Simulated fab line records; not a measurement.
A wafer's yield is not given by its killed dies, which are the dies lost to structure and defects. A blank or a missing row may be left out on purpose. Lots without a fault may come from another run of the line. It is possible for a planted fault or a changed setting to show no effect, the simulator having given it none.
fab line records | flow n5-finfet
record lots=7 wafers=21
route steps=1938 shown HKMG_FIN@395 GATE_CUT@511 MOL_CONTACT_COAG@523
start-h: the number of hours between the record's first day and the start of the first shown wafer of the lot | wait-h: hours since the lot's step before | " unchanged from the row above | L1.1+2: a row that stands for several wafers | - no value, or no start was given | * or withheld: withheld | < > ~ a bound
route shown NAME@n: NAME is a module with steps in the file, n the number in the route of the first one | usual: the fault-free wafers' mean and standard deviation | same: alike in all rows | chamber/n: place in a boat | sites: readings site by site | _std_site: standard deviation of those values | _edge_site: mean of outer sites minus mean of inner sites | radius-mm: how far each site lies from the wafer's centre | mask NAME#n: copy n | behind: the most recent tool/chamber to have shaped the wafer | hold: cause of the lot's hold/its duration in hours/its outcome | device: transistor that didn't switch, given as n, p or np | end of line: the route-end tests of the same wafers | a step with no rows: only its recipe | killed: dies lost to structure and defects at the first sort, not the wafer's yield | map: a wafer's dies, x killed, . not, _ none there
set.NAME: the run value of the setting; set.NAME@STEP: its run value at that earlier step | model.NAME: the simulator's own value behind a step, which no gauge read
one table per step and one row per wafer, for lots whose settings were changed on purpose
## steps
# step N5_HKMG_FIN_EXPOSE_46
# recipe mask-id=NDIPOLE na=1.35 source-shape=conventional sigma-outer=0.8 polarization=unpolarized dose-mj=40
# columns lot.wafer tool chamber start-h wait-h mask set.dose-mj
L075.2+6 arfi-scanner-02 0 82.10 - NDIPOLE#0 40
L075.4 " 0 " " NDIPOLE#0 38.49
L077.3 arfi-scanner-01 0 89.85 - NDIPOLE#0 40
L077.5+6 " 0 " " NDIPOLE#0 37.04
L078.2+4+6 arfi-scanner-01 0 94.64 - NDIPOLE#0 40
L079.2+4+6 arfi-scanner-01 0 101.42 - NDIPOLE#0 40
L086.1+6 arfi-scanner-02 0 145.19 - NDIPOLE#0 37.98
L086.2 " 0 " " NDIPOLE#0 40
L087.2+3+6 arfi-scanner-02 0 150.66 - NDIPOLE#0 40
L089.2 arfi-scanner-02 0 164.18 - NDIPOLE#0 40
L089.5+6 " 0 " " NDIPOLE#0 41.44
# step N5_HKMG_FIN_PEB_47
# recipe peb-temp-c=withheld peb-time-s=60 resist=CAR-ArF
# step N5_HKMG_FIN_DEVELOP_48
# recipe develop-time-s=30 developer=TMAH resist=CAR-ArF rinse-liquid=diw dry=air-spin dev-temp-c=23
# step N5_HKMG_FIN_CD_MEAS_49
# recipe target-cd-nm=202 landing-energy-ev=500 detector=se-inlens polarity=opening
# usual cd-nm=202.5/0.77
# columns lot.wafer tool chamber start-h wait-h set.dose-mj@HKMG_FIN_EXPOSE_46 cd-nm
L075.2 cd-sem-02 0 82.22 - 40 202.4
L075.4 " 0 " " 38.49 200.5
L075.6 " 0 " " 40 202.2
L077.3 cd-sem-02 0 89.96 - 40 201.0
L077.5 " 0 " " 37.04 197.8
L077.6 " 0 " " 37.04 197.7
L078.2 cd-sem-03 0 94.75 - 40 203.1
L078.4 " 0 " " 40 202.8
L078.6 " 0 " " 40 202.1
L079.2 cd-sem-02 0 101.54 - 40 203.9
L079.4 " 0 " " 40 204.4
L079.6 " 0 " " 40 204.5
L086.1 cd-sem-02 0 145.32 - 37.98 200.1
L086.2 " 0 " " 40 203.7
L086.6 " 0 " " 37.98 200.3
L087.2 cd-sem-01 0 150.78 - 40 201.9
L087.3 " 0 " " 40 200.8
L087.6 " 0 " " 40 201.5
L089.2 cd-sem-02 0 164.30 - 40 203.8
L089.5 " 0 " " 41.44 204.7
L089.6 " 0 " " 41.44 204.9
# step N5_HKMG_FIN_ETCH_58
# recipe chemistry=N2/H2 target=SOC target-depth-a=2158 ion-energy-ev=50 bias-w=13 time-s=741 pressure-mtorr=30 source-w=875 n2-flow-sccm=200 h2-flow-sccm=200
# usual rf-vpp-V=99.3/0.91
# columns lot.wafer tool chamber start-h wait-h set.source-w rf-vpp-V
L075.2 rie-diel-06 3 82.61 0.0 875 98.1
L075.4 " 3 " " 814 101.2
L075.6 " 1 " " 814 102.3
L077.3 rie-diel-06 2 90.35 0.0 875 98.6
L077.5 " 1 " " 875 100.8
L077.6 " 2 " " 875 99.0
L078.2 rie-diel-06 0 95.14 0.0 875 98.5
L078.4 " 3 " " 875 98.8
L078.6 " 0 " " 875 98.1
L079.2 rie-diel-06 2 101.93 0.0 875 99.3
L079.4 " 0 " " 951.9 95.9
L079.6 " 2 " " 951.9 95.6
L086.1 rie-diel-04 1 145.71 0.0 1009 95.2
L086.2 " 2 " " 875 100.1
L086.6 " 2 " " 875 99.8
L087.2 rie-diel-06 2 151.17 0.0 875 99.1
L087.3 " 1 " " 875 100.0
L087.6 " 3 " " 875 98.4
L089.2 rie-diel-05 0 164.85 0.0 875 99.3
L089.5 " 3 " " 875 99.2
L089.6 " 2 " " 875 99.7
# step N5_GATE_CUT_CMP_23
# recipe stop-on=SiO2 t-overpolish-s=23.4 post-cmp-clean=alkaline-brush down-force-psi=2.5 platen-rpm=51.8 pad-velocity-m-s=1.0307 target-thk-nm=16
# columns lot.wafer tool chamber start-h wait-h set.down-force-psi model.SiNx_of_GATE_CUT_ALD_22.thk-nm
L075.2 cmp-03 0 96.86 0.8 2.868 15.6
L075.4 " 1 " " 2.868 15.8
L075.6 " 3 " " 2.5 16
L077.3 cmp-01 0 103.86 0.9 2.882 15.6
L077.5+6 " 1,2 " " 2.5 16
L078.2+4+6 cmp-04 2,0,2 109.28 0.8 2.5 16
L079.2 cmp-01 0 116.14 0.8 2.5 16
L079.4 " 3 " " 2.779 16
L079.6 " 0 " " 2.5 16.2
L086.2 cmp-01 2 159.32 0.8 2.5 16
L086.1 " 1 " " 2.894 15.6
L086.6 " 3 " " 2.5 15.8
L087.2+3 cmp-04 1,3 165.49 0.8 3.03 15.6
L087.6 " 1 " " 2.5 16
L089.2 cmp-01 3 179.43 0.8 2.756 15.6
L089.5 " 2 " " 2.5 16
L089.6 " 3 " " 2.756 15.8
# step N5_MOL_CONTACT_COAG_EXPOSE_05
# recipe mask-id=CA na=0.33 source-shape=annular sigma-inner=0.4 sigma-outer=0.8 polarization=unpolarized defocus-nm=0 dose-mj=38.25
# columns lot.wafer tool chamber start-h wait-h mask set.dose-mj
L075.2+4 euv-scanner-02 0 98.55 - CA#0 39.4
L075.6 " 0 " " CA#0 38.25
L077.3+6 euv-scanner-02 0 104.97 - CA#0 38.25
L077.5 " 0 " " CA#0 36.5
L078.2+4+6 euv-scanner-02 0 110.45 - CA#0 38.25
L079.2+4 euv-scanner-02 0 117.35 - CA#0 38.25
L079.6 " 0 " " CA#0 37.14
L086.1+2 euv-scanner-02 0 160.53 - CA#0 35.92
L086.6 " 0 " " CA#0 38.25
L087.2+3+6 euv-scanner-02 0 166.70 - CA#0 38.25
L089.2+5+6 euv-scanner-02 0 180.72 - CA#0 38.25
# step N5_MOL_CONTACT_COAG_PEB_06
# recipe peb-temp-c=100 peb-time-s=60 resist=CAR-EUV
# step N5_MOL_CONTACT_COAG_DEVELOP_07
# recipe develop-time-s=30 developer=TMAH resist=CAR-EUV rinse-liquid=surfactant-rinse dry=air-spin dev-temp-c=23
# step N5_MOL_CONTACT_COAG_DESCUM_13
# recipe chemistry=O2 time-s=7 source-power-w=50 bias-power-w=20 pressure-mtorr=20 rf-frequency-hz=2.712e+07 temp-c=40 resist=CAR-EUV o2-flow-sccm=225
# step N5_MOL_CONTACT_COAG_ETCH_59
# recipe chemistry=N2/H2 target=underlayer target-depth-a=130 mask-material=CAR-EUV time-s=10.4 ion-energy-ev=200 pressure-mtorr=30 source-w=840 bias-w=150 n2-flow-sccm=200 h2-flow-sccm=200 ends=cleared
# columns lot.wafer tool chamber start-h wait-h set.dose-mj@MOL_CONTACT_COAG_EXPOSE_05 model.MOL_CONTACT_COAG.cd-offset-nm
L075.2 rie-diel-04 1 98.91 0.0 39.4 0.4
L075.4 " 0 " " 39.4 0
L075.6 " 0 " " 38.25 -0.4
L077.3 rie-diel-04 2 105.34 0.0 38.25 0.8
L077.5 " 0 " " 36.5 -0.6
L077.6 " 3 " " 38.25 0.2
L078.2 rie-diel-04 1 110.88 0.0 38.25 0.6
L078.4 " 3 " " 38.25 0
L078.6 " 3 " " 38.25 0.2
L079.2 rie-diel-04 1 117.63 0.0 38.25 0.6
L079.4 " 3 " " 38.25 0.4
L079.6 " 3 " " 37.14 -0.2
L086.1 rie-diel-05 0 160.82 0.0 35.92 -1.6
L086.2 " 2 " " 35.92 -1.4
L086.6 " 1 " " 38.25 -0.2
L087.2 rie-diel-06 0 167.07 0.0 38.25 -0.2
L087.3 " 2 " " 38.25 -0.4
L087.6 " 3 " " 38.25 0.4
L089.2 rie-diel-04 0 181.07 0.0 38.25 0.4
L089.5 " 1 " " 38.25 0.6
L089.6 " 2 " " 38.25 0.2
# step N5_MOL_CONTACT_COAG_ETCH_105
# recipe chemistry=CF4 target=SiARC target-depth-a=156 mask-material=CAR-EUV time-s=26 ion-energy-ev=80 pressure-mtorr=40 source-w=545 bias-w=36 Ar_flow_sccm=100 cf4-flow-sccm=100 ends=cleared
# columns lot.wafer tool chamber start-h wait-h set.dose-mj@MOL_CONTACT_COAG_EXPOSE_05 model.MOL_CONTACT_COAG.cd-offset-nm
L075.2 rie-diel-04 1 98.93 0.0 39.4 0.4
L075.4 " 0 " " 39.4 0
L075.6 " 0 " " 38.25 -0.6
L077.3 rie-diel-04 2 105.36 0.0 38.25 0.8
L077.5 " 0 " " 36.5 -0.6
L077.6 " 3 " " 38.25 0.4
L078.2+6 rie-diel-04 1,3 110.90 0.0 38.25 0.6
L078.4 " 3 " " 38.25 0.4
L079.2+4 rie-diel-04 1,3 117.65 0.0 38.25 0.6
L079.6 " 3 " " 37.14 0
L086.1 rie-diel-05 0 160.84 0.0 35.92 -1.6
L086.2 " 2 " " 35.92 -1.2
L086.6 " 1 " " 38.25 0
L087.2 rie-diel-06 0 167.09 0.0 38.25 -0.2
L087.3 " 2 " " 38.25 -0.4
L087.6 " 3 " " 38.25 0.6
L089.2+6 rie-diel-04 0,2 181.09 0.0 38.25 0.2
L089.5 " 1 " " 38.25 0.6
# step N5_MOL_CONTACT_COAG_CMP_23
# recipe stop-on=SiO2 t-overpolish-s=1.5 post-cmp-clean=cu-alkaline down-force-psi=2 platen-rpm=50.289 pad-velocity-m-s=1.0006 target-thk-nm=0
# columns lot.wafer tool chamber start-h wait-h set.down-force-psi
L075.2+6 cmp-04 0,3 107.23 0.1 2
L075.4 " 2 " " 1.811
L077.3+5 cmp-03 3,2 110.89 0.1 2.233
L077.6 " 3 " " 2
L078.4+2+6 cmp-04 0,1,3 120.30 0.1 2
L079.4+6 cmp-03 0 122.84 0.0 2
L079.2 " 1 " " 2.395
L086.1+2 cmp-04 0,2 168.42 0.0 1.666
L086.6 " 1 " " 2
L087.2+3+6 cmp-03 2,0,3 174.72 0.0 2
L089.2 cmp-03 0 185.77 0.1 2
L089.5+6 " 3,0 " " 2.214
# step N5_MOL_CONTACT_COAG_WET_ETCH_26
# recipe target=Co target-depth-nm=13
# columns lot.wafer tool chamber start-h wait-h set.down-force-psi@MOL_CONTACT_COAG_CMP_23 model.SiNx_of_GATE_CUT_SAC_CAP_01.thk-nm
L075.2 wet-bench-03 4 107.54 0.0 2 18.2
L075.4 " 0 " " 1.811 18.4
L075.6 " 1 " " 2 18
L077.3 wet-bench-05 6 111.20 0.0 2.233 17.8
L077.5 " 3 " " 2.233 18
L077.6 " 2 " " 2 18.2
L078.2 wet-bench-03 6 120.61 0.0 2 18
L078.4+6 " 4,3 " " 2 18.2
L079.2 wet-bench-05 4 123.20 0.0 2.395 18
L079.4 " 2 " " 2 18.2
L079.6 " 3 " " 2 18.4
L086.1+2 wet-bench-03 5,4 168.77 0.0 1.666 18.6
L086.6 " 3 " " 2 18.2
L087.2+3+6 wet-bench-03 4,3,5 175.07 0.0 2 18.2
L089.2 wet-bench-03 6 186.09 0.0 2 18.2
L089.5+6 " 4,5 " " 2.214 18
# step N5_MOL_CONTACT_COAG_WET_ETCH_116
# recipe chemistry=SC1-inhibited target-depth-nm=4.6 dry=ipa-marangoni rinse-time-s=30 rinse-temp-c=23
# columns lot.wafer tool chamber start-h wait-h set.down-force-psi@MOL_CONTACT_COAG_CMP_23 model.SiNx_of_GATE_CUT_SAC_CAP_01.thk-nm
L075.2 wet-bench-03 4 107.69 0.0 2 18.2
L075.4 " 0 " " 1.811 18.4
L075.6 " 1 " " 2 18
L077.3 wet-bench-05 6 111.35 0.0 2.233 17.8
L077.5 " 3 " " 2.233 18
L077.6 " 2 " " 2 18.2
L078.2 wet-bench-03 6 120.76 0.0 2 18
L078.4+6 " 4,3 " " 2 18.2
L079.2 wet-bench-05 4 123.50 0.0 2.395 17.8
L079.4 " 2 " " 2 18.2
L079.6 " 3 " " 2 18.4
L086.1+2 wet-bench-03 5,4 168.92 0.0 1.666 18.6
L086.6 " 3 " " 2 18
L087.2+3+6 wet-bench-03 4,3,5 175.22 0.0 2 18.2
L089.2 wet-bench-03 6 186.25 0.0 2 18.2
L089.5+6 " 4,5 " " 2.214 18
# step N5_MOL_CONTACT_COAG_ALD_27
# recipe material=SiOC target-thk-a=170 temp-c=400 ald-precursor-family=carbosiloxane ald-co-reactant=H2-plasma pulse-time-s=1.5 time-s=2720 purge-time-s=2 co-reactant-purge-time-s=2 ald-cycles=340 pressure-torr=2
# columns lot.wafer tool chamber start-h wait-h set.time-s
L075.2 ald-sin-01 0 108.01 0.0 3012
L075.4+6 " 3 " " 2720
L077.3+5+6 ald-sin-04 2,0,1 111.67 0.0 2907
L078.2+4+6 ald-sin-04 1,3,3 121.08 0.0 2720
L079.2+6 ald-sin-03 0,1 124.11 0.0 2720
L079.4 " 1 " " 3157
L086.1+2+6 ald-sin-03 3,1,1 169.24 0.0 2720
L087.2+3+6 ald-sin-01 2,1,3 175.54 0.0 2720
L089.2+5+6 ald-sin-01 1,1,2 188.42 1.9 2720
# step N5_MOL_CONTACT_COAG_CMP_28
# recipe stop-on=SiNx t-overpolish-s=0.85 post-cmp-clean=alkaline-brush down-force-psi=4.15 platen-rpm=51.8 pad-velocity-m-s=1.0307 target-thk-nm=14.522
# columns lot.wafer tool chamber start-h wait-h set.down-force-psi@MOL_CONTACT_COAG_CMP_23 model.SiNx_of_GATE_CUT_SAC_CAP_01.thk-nm
L075.2 cmp-02 2 109.58 0.8 2 18
L075.4 " 1 " " 1.811 18.2
L075.6 " 3 " " 2 17.8
L077.3+5 cmp-04 0,3 113.28 0.8 2.233 17.6
L077.6 " 0 " " 2 17.8
L078.4+2+6 cmp-02 2,0,2 122.68 0.8 2 17.8
L079.2 cmp-04 1 125.71 0.8 2.395 17.6
L079.4 " 2 " " 2 17.8
L079.6 " 0 " " 2 18
L086.2+1 cmp-02 3,0 170.84 0.8 1.666 18.4
L086.6 " 3 " " 2 17.8
L087.3+2+6 cmp-02 0,2,0 177.15 0.8 2 18
L089.2 cmp-02 1 190.07 0.9 2 17.8
L089.5+6 " 3,0 " " 2.214 17.6
# step N5_MOL_CONTACT_COAG_THK_MEAS_29
# recipe reads=SiNx_of_GATE_CUT_PECVD_57+SiNx_of_GATE_CUT_SAC_CAP_01
# usual MD_CAP_THK=17.93/0.1
# columns lot.wafer tool chamber start-h wait-h set.down-force-psi@MOL_CONTACT_COAG_CMP_23 MD_CAP_THK[nm]
L075.2 film-metro-01 - 109.87 - 2 17.95
L075.4 " - " " 1.811 18.13
L075.6 " - " " 2 17.75
L077.3 film-metro-02 - 113.53 - 2.233 17.57
L077.5 " - " " 2.233 17.72
L077.6 " - " " 2 17.84
L078.2 film-metro-02 - 122.94 - 2 17.75
L078.4 " - " " 2 17.85
L078.6 " - " " 2 17.80
L079.2 film-metro-01 - 125.97 - 2.395 17.60
L079.4 " - " " 2 17.89
L079.6 " - " " 2 18.04
L086.1 film-metro-02 - 171.11 - 1.666 18.34
L086.2 " - " " 1.666 18.33
L086.6 " - " " 2 17.82
L087.2 film-metro-02 - 177.41 - 2 17.97
L087.3 " - " " 2 18.01
L087.6 " - " " 2 17.89
L089.2 film-metro-01 - 190.28 - 2 17.93
L089.5 " - " " 2.214 17.74
L089.6 " - " " 2.214 17.71
# step N5_MOL_CONTACT_COAG_ALD_123
# recipe material=SiNx target-thk-a=50 temp-c=400 ald-precursor-family=SiH2I2 ald-co-reactant=N2/H2-plasma pulse-time-s=1 purge-time-s=2 co-reactant-purge-time-s=2 ald-cycles=100 pressure-torr=2
# step N5_MOL_CONTACT_COAG_PECVD_31
# recipe material=SiO2 target-thk-a=460 temp-c=400 precursor=TEOS/O2 pressure-torr=6.5 rf-w=withheld teos-flow-sccm=withheld gas=O2 flow-sccm=2650 time-s=8.9
# step N5_MOL_CONTACT_COAG_VIA_ETCH_46
# recipe chemistry=C4F6/O2 target-depth-a=460 overetch-a=92 mask-material=SOC target=SiO2 bias-w=455 pressure-mtorr=10 time-s=40 source-w=325 Ar_flow_sccm=300 C4F6_flow_sccm=10 O2_flow_sccm=10 ion-energy-ev=575.3 ends=end-point
# step N5_MOL_CONTACT_COAG_STRIP_96
# recipe chemistry=N2/H2 power-w=500 temp-c=40 pressure-mtorr=50 rf-frequency-hz=6e+07 overash-fraction=0.3 bias-power-w=28 h2-frac=0.5 n2-flow-sccm=300 h2-flow-sccm=300
# step N5_MOL_CONTACT_COAG_ETCH_47
# recipe chemistry=CH3F/O2 target=SiNx target-depth-a=270 mask-material=SiO2 stop-on=W over-etch-frac=0.2 ion-energy-ev=120 endpoint=OES-CN pressure-mtorr=30 source-w=395 bias-w=73 Ar_flow_sccm=150 CH3F_flow_sccm=30 O2_flow_sccm=20 ends=end-point
# columns lot.wafer tool chamber start-h wait-h set.down-force-psi@MOL_CONTACT_COAG_CMP_23 model.etch.depth-nm model.MOL_CONTACT_COAG.feature-depth-nm
L075.2 rie-diel-06 1 112.05 0.0 2 17.92 18.6
L075.4 " 0 " " 1.811 18.1 18.8
L075.6 " 1 " " 2 17.8 18.4
L077.3 rie-diel-05 3 115.11 0.0 2.233 17.58 18.2
L077.5 " 2 " " 2.233 17.68 18.2
L077.6 " 1 " " 2 17.86 18.4
L078.2 rie-diel-06 2 124.88 0.0 2 17.79 18.4
L078.4 " 1 " " 2 17.85 18.4
L078.6 " 0 " " 2 17.84 18.4
L079.2 rie-diel-04 1 127.70 0.0 2.395 17.62 18.2
L079.4 " 2 " " 2 17.88 18.6
L079.6 " 0 " " 2 18.04 18.6
L086.1 rie-diel-05 0 173.01 0.0 1.666 18.34 19
L086.2 " 1 " " 1.666 18.32 19
L086.6 " 3 " " 2 17.83 18.4
L087.2+3 rie-diel-04 0,2 180.57 0.0 2 17.96 18.6
L087.6 " 1 " " 2 17.92 18.4
L089.2 rie-diel-05 2 191.90 0.0 2 17.89 18.4
L089.5 " 3 " " 2.214 17.67 18.2
L089.6 " 2 " " 2.214 17.69 18.2
# step N5_MOL_CONTACT_COAG_COAT_64
# recipe resist=underlayer temp-c=205 time-s=60 spin-rpm=1500 resist-thk-nm=10
# columns lot.wafer tool chamber start-h wait-h set.spin-rpm model.underlayer_of_MOL_CONTACT_COAG_COAT_64.thk-nm
L075.2+4+6 litho-track-02 0 - - 1500 10
L077.3+5 litho-track-02 0 - - 1500 10
L077.6 " 0 " " 1637 9.6
L078.2+4+6 litho-track-01 0 - - 1500 10
L079.2+4 litho-track-01 0 - - 1390 10.4
L079.6 " 0 " " 1500 10
L086.1+2+6 litho-track-03 0 - - 1500 10
L087.2+3 litho-track-02 0 - - 1500 10
L087.6 " 0 " " 1357 10.6
L089.2 litho-track-03 0 - - 1500 10
L089.5 " 0 " " 1411 10.2
L089.6 " 0 " " 1411 10.4
## key
split step=N5_HKMG_FIN_EXPOSE_46 setting=dose-mj stated=40 by=wafer
response step=N5_HKMG_FIN_CD_MEAS_49 reading=cd-nm change=+0.49 per=1% r=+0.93
split step=N5_HKMG_FIN_ETCH_58 setting=source-w stated=875 by=wafer
response step=N5_HKMG_FIN_ETCH_58 reading=rf-vpp-V change=-0.359 per=1% r=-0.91
split step=N5_GATE_CUT_CMP_23 setting=down-force-psi stated=2.5 by=wafer
response step=N5_GATE_CUT_CMP_23 reading=model.SiNx_of_GATE_CUT_ALD_22.thk-nm change=-0.0203 per=1% r=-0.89
split step=N5_MOL_CONTACT_COAG_EXPOSE_05 setting=dose-mj stated=38.25 by=wafer
response step=N5_MOL_CONTACT_COAG_ETCH_59 reading=model.MOL_CONTACT_COAG.cd-offset-nm change=+0.222 per=1% r=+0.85
response step=N5_MOL_CONTACT_COAG_ETCH_105 reading=model.MOL_CONTACT_COAG.cd-offset-nm change=+0.241 per=1% r=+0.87
split step=N5_MOL_CONTACT_COAG_CMP_23 setting=down-force-psi stated=2 by=wafer
response step=N5_MOL_CONTACT_COAG_WET_ETCH_26 reading=model.SiNx_of_GATE_CUT_SAC_CAP_01.thk-nm change=-0.0209 per=1% r=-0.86
response step=N5_MOL_CONTACT_COAG_WET_ETCH_116 reading=model.SiNx_of_GATE_CUT_SAC_CAP_01.thk-nm change=-0.0281 per=1% r=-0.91
response step=N5_MOL_CONTACT_COAG_CMP_28 reading=model.SiNx_of_GATE_CUT_SAC_CAP_01.thk-nm change=-0.0231 per=1% r=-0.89
response step=N5_MOL_CONTACT_COAG_THK_MEAS_29 reading=MD_CAP_THK change=-0.0226 per=1% r=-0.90
response step=N5_MOL_CONTACT_COAG_ETCH_47 reading=model.etch.depth-nm change=-0.0223 per=1% r=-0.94
response step=N5_MOL_CONTACT_COAG_ETCH_47 reading=model.MOL_CONTACT_COAG.feature-depth-nm change=-0.025 per=1% r=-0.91
split step=N5_MOL_CONTACT_COAG_ALD_27 setting=time-s stated=2720 by=wafer
response none clear
split step=N5_MOL_CONTACT_COAG_COAT_64 setting=spin-rpm stated=1500 by=wafer
response step=N5_MOL_CONTACT_COAG_COAT_64 reading=model.underlayer_of_MOL_CONTACT_COAG_COAT_64.thk-nm change=-0.0535 per=1% r=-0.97
